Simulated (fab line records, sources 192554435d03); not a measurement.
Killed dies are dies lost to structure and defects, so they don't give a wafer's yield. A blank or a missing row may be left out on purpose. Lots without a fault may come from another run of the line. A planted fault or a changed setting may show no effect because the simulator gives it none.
Problem report in the 8D (eight disciplines) form, filled by code | flow n5_finfet | the parts of the form that need people (team, actions taken, sign-off) are left out

1. THE PROBLEM
rf_fwd_power_W at N5_SD_EPI_P_ETCH_37 reads a mean of 2281 W on 6 wafers of 2 lots; wafers without a fault read 2996 W with a standard deviation of 9.5. That is -75 standard deviations from the usual mean.
The step: etches SOC in N2/H2, overetch 108 nm, time 486 s.
First seen on wafer L281.1, day 4 05:16, on rie_diel-03. The record holds 24 wafers of 8 lots with a number at this step. Rule for "out", or "out of limits": more than 4 standard deviations from the usual mean. The other wafers with a number count as sound.

2. WHAT IT IS AND WHAT IT IS NOT
question                    | is                       | is not
which readings at this step | rf_fwd_power_W, rf_vpp_V | drypump_motor_current_A, h2_flow_sccm, oes_product_au, showerhead_plenum_p_Torr, throttle_valve_pct
which lots                  | L281, L284               | L280, L290, L291, L292, L296, L298
which wafers of those lots  | all that have a number   | -
read on which tools         | rie_diel-03              | rie_diel-02
when                        | from day 4 05:16         | up to then (3 sound wafers); but 15 sound wafers of L290, L291, L292, L296, L298 came after

3. SUSPECTS, AND WHAT RULES EACH OUT
Counting: a tool at a process step up to the reading stays a suspect if it ran every lot that is out and no sound lot after the first of them.
- rie_diel-03 at N5_SD_EPI_P_ETCH_37 (etches SOC in N2/H2, overetch 108 nm, time 486 s): ruled out as a lasting fault. Sound lots L296 ran on it after its first lot that is out, L281 (day 4 05:16).
Left after counting: nothing in the record.

4. THE CAUSE (what the simulator had put in)
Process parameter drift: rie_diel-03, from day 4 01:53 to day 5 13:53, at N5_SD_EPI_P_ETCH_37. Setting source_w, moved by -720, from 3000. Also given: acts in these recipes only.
Counting ruled it out, wrongly.

5. THE CHAIN OF EFFECTS, in route order
Each row: a reading whose mean over the struck wafers that have a number lies more than 3 standard deviations from the usual. Only readings for which the record gives a usual standard deviation are gone through. hours: the time from each lot's start at the first step in this table that gives one to its start at this step, as a median over the lots. sigmas: the change in usual standard deviations.
hours | step                    | reading              | usual     | on struck wafers | change | sigmas
0     | N5_SD_EPI_P_ETCH_37     | rf_fwd_power_W       | 2996 W    | 2281             | -715   | -75
0     | N5_SD_EPI_P_ETCH_37     | rf_vpp_V             | 240.9 V   | 265.1            | +24.2  | +20
0     | N5_SD_EPI_P_ETCHBACK_46 | oes_product_au       | 0.65 a.u. | 0.39             | -0.26  | -4.4
242   | N5_PASSIVATION_PROBE_49 | defect_limited_yield | 91.4 %    | 7.0              | -84.4  | -60
242   | N5_PASSIVATION_PROBE_49 | killed_at_front_end  | 40        | 1039             | +999   | +91
242   | N5_PASSIVATION_PROBE_49 | killed_dies          | 102       | 1097             | +995   | +59
242   | N5_PASSIVATION_PROBE_49 | killed_on_rim        | 14        | 141              | +127   | +30
242   | N5_PASSIVATION_PROBE_49 | sort_bin_5_function  | 5.1 %     | 89.4             | +84.3  | +86
242   | N5_PASSIVATION_PROBE_49 | sort_n_pass          | 1077      | 83               | -994   | -47
242   | N5_PASSIVATION_PROBE_49 | sort_yield_pct       | 91.3 %    | 7.0              | -84.3  | -50
The process steps in it:
- N5_SD_EPI_P_ETCH_37: etches SOC in N2/H2, overetch 108 nm, time 486 s.
- N5_SD_EPI_P_ETCHBACK_46: etches SiNx in CH3F/O2, stops on SiO2, target depth 17.5 nm.
- N5_PASSIVATION_PROBE_49

6. WHAT WOULD HAVE CAUGHT IT SOONER
In this record the first reading out of limits was taken at day 4 05:16, 3 hours after the fault began at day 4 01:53.
